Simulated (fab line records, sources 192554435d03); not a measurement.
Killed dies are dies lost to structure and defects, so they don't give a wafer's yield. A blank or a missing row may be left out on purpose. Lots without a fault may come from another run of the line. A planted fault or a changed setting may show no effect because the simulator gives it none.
Split-lot experiment | flow n5_finfet | 7 lots, 39 wafers read, on a route of 1938 steps

THE SPLIT
At N5_FIN_SAQP_HM_DEP_03 (deposits SiNx from SiH4/NH3/N2, target thk 38 nm, time 33.6 s), the setting target_thk_a was moved away from the recipe's 380 angstrom on 12 of the 39 wafers read, by -7.9% to +11.9%. The other wafers ran this setting at the recipe's value.

FROM THE SPLIT TO THE READING: what the file shows between them, 8 steps
- N5_FIN_SAQP_THK_MEAS_05
- N5_FIN_SAQP_SPACER1_ALD_24: deposits SiO2, target thk 20.3 nm, pulse time 1 s, purge time 2 s (also split here: ald_cycles)
- N5_FIN_SAQP_SPACER1_ETCHBACK_25: etches SiO2 in CHF3/O2, target depth 24.4 nm, time 12.2 s
- N5_FIN_SAQP_MANDREL1_REMOVE_56: chemistry HBr/Cl2/O2, target a-Si, stops on SiNx, bt time 10 s
- N5_FIN_SAQP_CD_MEAS_27: target cd 20 nm
- N5_FIN_SAQP_ETCH_57: etches SiNx in CH3F/O2, target depth 32.5 nm, time 46.4 s
- N5_FIN_SAQP_ETCH_65: etches SiO2 in CF4, target depth 4 nm, time 4.4 s
- N5_FIN_SAQP_MANDREL2_REMOVE_60: chemistry HBr/Cl2/O2, target a-Si, stops on SiNx, bt time 10 s

THE READING
etch.depth_nm (the simulator's own value, which no gauge read), in nm, at N5_FIN_SAQP_HM_OPEN_33 (chemistry CH3F/O2, target SiNx, target depth 49.4 nm, time 70.6 s). The file gives no usual value for it. The 27 wafers here that ran the recipe average 37.30 nm, standard deviation 0.5 nm.

wafer  | tool, chamber at the split | target_thk_a as run, angstrom | against the recipe | etch.depth_nm, nm | against lot-mates on the recipe
L080.1 | pecvd-03, 2                | 380                           | recipe             | 36.81             | -
L080.2 | pecvd-03, 0                | 349.8                         | -7.9%              | 33.87             | -3.01
L080.3 | pecvd-03, 1                | 349.8                         | -7.9%              | 33.85             | -3.03
L080.4 | pecvd-03, 1                | 349.8                         | -7.9%              | 33.95             | -2.93
L080.5 | pecvd-03, 0                | 380                           | recipe             | 37.04             | -
L080.6 | pecvd-03, 2                | 380                           | recipe             | 36.79             | -
L081.1 | pecvd-01, 2                | 425.1                         | +11.9%             | 41.39             | +4.06
L081.2 | pecvd-01, 1                | 380                           | recipe             | 37.5              | -
L081.3 | pecvd-01, 0                | 425.1                         | +11.9%             | 40.97             | +3.64
L081.4 | pecvd-01, 2                | 380                           | recipe             | 37.49             | -
L081.5 | pecvd-01, 0                | 380                           | recipe             | 37.01             | -
L081.6 | pecvd-01, 1                | 425.1                         | +11.9%             | 42.14             | +4.81
L086.1 | pecvd-02, 0                | 412.7                         | +8.6%              | 40.52             | +3.11
L086.2 | pecvd-02, 1                | 412.7                         | +8.6%              | 40.93             | +3.52
L086.3 | pecvd-02, 2                | 380                           | recipe             | 36.81             | -
L086.4 | pecvd-02, 1                | 380                           | recipe             | 37.81             | -
L086.5 | pecvd-02, 2                | 380                           | recipe             | 37.61             | -
L086.6 | pecvd-02, 0                | 412.7                         | +8.6%              | 41.35             | +3.94
L089.4 | pecvd-01, 2                | 380                           | recipe             | 37.69             | -
L089.5 | pecvd-01, 0                | 380                           | recipe             | 37.2              | -
L089.6 | pecvd-01, 1                | 380                           | recipe             | 38.17             | -
L091.1 | pecvd-01, 0                | 380                           | recipe             | 37.16             | -
L091.2 | pecvd-01, 2                | 380                           | recipe             | 36.64             | -
L091.3 | pecvd-01, 1                | 380                           | recipe             | 37.68             | -
L091.4 | pecvd-01, 2                | 380                           | recipe             | 37.82             | -
L091.5 | pecvd-01, 0                | 380                           | recipe             | 38.09             | -
L091.6 | pecvd-01, 1                | 380                           | recipe             | 38.29             | -
L094.1 | pecvd-02, 0                | 380                           | recipe             | 36.96             | -
L094.2 | pecvd-02, 2                | 380                           | recipe             | 36.35             | -
L094.3 | pecvd-02, 1                | 380                           | recipe             | 37.04             | -
L094.4 | pecvd-02, 1                | 380                           | recipe             | 37.36             | -
L094.5 | pecvd-02, 2                | 380                           | recipe             | 37.5              | -
L094.6 | pecvd-02, 0                | 380                           | recipe             | 37.72             | -
L095.1 | pecvd-02, 2                | 380                           | recipe             | 36.48             | -
L095.2 | pecvd-02, 0                | 418.6                         | +10.2%             | 40.44             | +3.56
L095.3 | pecvd-02, 0                | 418.6                         | +10.2%             | 41.02             | +4.14
L095.4 | pecvd-02, 2                | 418.6                         | +10.2%             | 41.27             | +4.39
L095.5 | pecvd-02, 0                | 380                           | recipe             | 37.21             | -
L095.6 | pecvd-02, 2                | 380                           | recipe             | 36.96             | -

THE FIT
A straight line over all 39 wafers: etch.depth_nm changes by +0.383 nm for each +1% of target_thk_a; r = +0.97; the points scatter about the line by 0.51 nm.
The same after taking each lot's own level away (the mean of its wafers on the recipe; 39 wafers): +0.378 nm for each +1%; r = +0.98; scatter 0.42 nm.
On that fit, the largest move of target_thk_a shifts the reading by 4.5 nm.
The lots' own levels span 36.880 to 37.687 nm, that is 1.6 times the standard deviation above.
So the lot-to-lot level changes the slope little: the two slopes agree.
Check: with one of the wafers moved furthest among these (+11.9%) left out of the fit, the line predicts +4.56 nm for it against its lot-mates. It came out at +4.06 nm against them.

OTHER SPLITS ON THESE WAFERS
These wafers also went through other splits before the reading. Each is held against what the fit with the lots' levels taken away leaves over:
other split on the same wafers        | wafers away from the commonest value | r with etch.depth_nm (lot level and that fit taken away)
N5_WELL_APT_EPI_41 time_s             | 15                                   | -0.23
N5_FIN_SAQP_SPACER1_ALD_24 ald_cycles | 18                                   | -0.06

THE WHOLE CHAIN: every reading that the file lists as answering this split, in the file's order
step                    | what it does                                                      | reading                                                                            | change (the file's fit)               | r (the file's)
N5_FIN_SAQP_HM_DEP_03   | deposits SiNx from SiH4/NH3/N2, target thk 38 nm, time 33.6 s     | SiNx_of_FIN_SAQP_HM_DEP_03.thk_nm (the simulator's own value, which no gauge read) | +0.38 nm for each +1% of the setting  | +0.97
N5_FIN_SAQP_THK_MEAS_05 |                                                                   | thk_nm                                                                             | withheld for each +1% of the setting  | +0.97
N5_FIN_SAQP_HM_OPEN_33  | chemistry CH3F/O2, target SiNx, target depth 49.4 nm, time 70.6 s | etch_rf_on_time_s                                                                  | withheld for each +1% of the setting  | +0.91
N5_FIN_SAQP_HM_OPEN_33  | chemistry CH3F/O2, target SiNx, target depth 49.4 nm, time 70.6 s | etch.depth_nm (the simulator's own value, which no gauge read)                     | +0.379 nm for each +1% of the setting | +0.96

THE FILE'S OWN FIT
etch.depth_nm changes by +0.379 nm for each +1% of target_thk_a, r = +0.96.
